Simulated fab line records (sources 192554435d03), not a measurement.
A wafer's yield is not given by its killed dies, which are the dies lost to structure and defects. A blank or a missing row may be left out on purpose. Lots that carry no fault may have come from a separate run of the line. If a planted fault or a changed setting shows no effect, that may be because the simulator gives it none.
Problem report, 8D (eight disciplines) form, completed by code -- flow n5-finfet -- the parts of the form that need people (team, actions taken, sign-off) are left out

## 1. WHAT WENT WRONG
Mean of oes-product-au at N5_BEOL_M5_ETCH_62: 0.28 a.u. across 6 wafers in 2 lots; on wafers with no fault it is 0.62 a.u. (standard deviation 0.063). That is -5.4 standard deviations from the usual mean.
The step: etches SOC in N2/H2, target depth 75 nm, overetch 15 nm, time 112.5 s.
Earliest sighting: wafer L873.1 on rie-diel-03 at day 12 14:48. Wafers with a number at this step in the record: 42, from 14 lots. Rule for "out" (also "out of limits"): further than 4 standard deviations from the usual mean. The rest of the wafers with a number are treated as sound.

## 2. WHAT THIS IS AND IS NOT
question,is,is not
which readings at this step,oes-product-au,"bias-w, chamber-pressure-mTorr, drypump-motor-current-A, rf-vpp-V, showerhead-plenum-p-Torr, throttle-valve-pct"
which lots,"L873, L874","L857, L860, L864, L865, L866, L869, L870, L871, L872, L878, L879, L880"
which wafers of those lots,all that have a number,-
read on which tools,rie-diel-03,"rie-diel-02, rie-diel-04"
when,from day 12 14:48,"up to then (27 sound wafers); but 9 sound wafers of L878, L879, L880 came after"

## 3. THE SUSPECTS, EACH WITH WHAT RULES IT OUT
Counting: a tool at any process step up to the reading remains a suspect when it ran all the lots that are out and ran no sound lot after the first of those.
- rie-diel-03 at N5_BEOL_M5_ETCH_72 (etches underlayer in N2/H2, target depth 6.5 nm, time 5.2 s): ruled out as a lasting fault. Sound lots L880, L879 ran on it after its first lot that is out, L873 (day 12 14:45).
- rie-diel-03 at N5_BEOL_M5_ETCH_61 (etches SiARC in CF4, target depth 15.6 nm, time 26 s): ruled out as a lasting fault. Sound lots L880, L879 ran on it after its first lot that is out, L873 (day 12 14:46).
- rie-diel-03 at N5_BEOL_M5_ETCH_62 (etches SOC in N2/H2, target depth 75 nm, overetch 15 nm, time 112.5 s): ruled out as a lasting fault. Sound lots L880, L879 ran on it after its first lot that is out, L873 (day 12 14:48).
Left after counting: nothing in the record.

## 4. THE CAUSE (what the simulator had put in)
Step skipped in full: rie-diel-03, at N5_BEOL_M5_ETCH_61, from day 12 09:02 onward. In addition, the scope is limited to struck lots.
Counting ruled it out, wrongly.

## 5. SEQUENCE OF EFFECTS, ordered by route
Rows list readings where the struck wafers' mean (over those with a number) sits beyond 3 standard deviations from the usual. Scope: only readings with a usual standard deviation given in the record; hours: median across lots of the time from each lot's start at the first step in this table that gives one to its start at this step; sigmas: change in usual standard deviations.
hours,step,reading,usual,on struck wafers,change,sigmas
0,N5_BEOL_M5_ETCH_62,oes-product-au,0.62 a.u.,0.28,-0.34,-5.4
0,N5_BEOL_M5_HM_OPEN_17,oes-product-au,0.67 a.u.,0.30,-0.37,-5.3
0,N5_BEOL_M5_HM_OPEN_17,throttle-valve-pct,22.11 %,22.76,+0.65,+3.4
Here are the process steps it includes:
- N5_BEOL_M5_ETCH_62: etches SOC in N2/H2, target depth 75 nm, overetch 15 nm, time 112.5 s.
- N5_BEOL_M5_HM_OPEN_17: chemistry Cl2/BCl3, target TiN, target depth 20 nm, overetch 6 nm.
Readings that are blank on the struck wafers while sound wafers have them: bias-w at N5_BEOL_M5_ETCH_61; cf4-flow-sccm at N5_BEOL_M5_ETCH_61; drypump-motor-current-A at N5_BEOL_M5_ETCH_61; etch-rf-on-time-s at N5_BEOL_M5_ETCH_61; oes-product-au at N5_BEOL_M5_ETCH_61; rf-vpp-V at N5_BEOL_M5_ETCH_61; showerhead-plenum-p-Torr at N5_BEOL_M5_ETCH_61; throttle-valve-pct at N5_BEOL_M5_ETCH_61; and 1 more.

## 6. WHAT WOULD HAVE CAUGHT IT SOONER
First out-of-limits reading in this record: day 12 14:48, which is 6 hours after fault onset at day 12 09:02.
At N5_BEOL_M5_ETCH_61 the tool's readings are blank on the struck wafers, where sound wafers have them: an empty tool record is the first sign, and it was there at once.
